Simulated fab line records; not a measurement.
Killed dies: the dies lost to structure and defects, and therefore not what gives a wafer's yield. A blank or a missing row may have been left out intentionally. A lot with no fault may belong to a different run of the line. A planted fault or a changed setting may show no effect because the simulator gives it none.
Chamber matching | flow n5Finfet | rieDiel-06 running N5_GATE_CUT_ETCH_19: 4 sister chambers
The step etches SiNx in CH3F/O2, target depth 53.7 nm, time 76.7 s. 4 wafers are shown with their chamber, then 8 later ones without.

== EACH WAFER AND ITS CHAMBER ==
wafer  | chamber | showerheadPlenumPTorr (Torr)
L086.2 | 2       | 1.91
L089.4 | 3       | 2.08
L089.5 | 1       | 1.92
L092.1 | 0       | 2.05

== WAFERS WITH NO CHAMBER GIVEN ==
wafer  | showerheadPlenumPTorr (Torr)
L092.2 | 1.91
L092.3 | 1.92
L094.2 | 2.05
L094.3 | 1.90
L094.4 | 1.91
L095.3 | 1.91
L095.4 | 1.90
L095.5 | 1.90

== WHICH CHAMBER EACH WENT THROUGH ==
wafer  | from the rows above     | in truth
L092.2 | can't be placed: 2 or 1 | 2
L092.3 | can't be placed: 1 or 2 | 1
L094.2 | 0                       | 0
L094.3 | can't be placed: 2 or 1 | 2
L094.4 | can't be placed: 2 or 1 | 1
L095.3 | can't be placed: 2 or 1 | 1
L095.4 | can't be placed: 2 or 1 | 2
L095.5 | can't be placed: 2 or 1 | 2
1 of 8 placed correctly. Not placeable from these rows: 7 (in 7, the candidates include the true chamber). Wrongly placed: 0.
How it was worked out, from the rows above alone: a wafer's distance from a chamber is the root of the sum, over the readings, of the square of ((its reading less the chamber's mean) divided by the reading's scatter). If the next closest chamber is less than 2 further off than the closest, the wafer can't be placed; otherwise it belongs to the closest. Each chamber's mean is taken over the wafers shown for it. The scatter: with one shown wafer a chamber, the root of the mean of the squares of how far each hidden wafer lies from its nearest shown one.
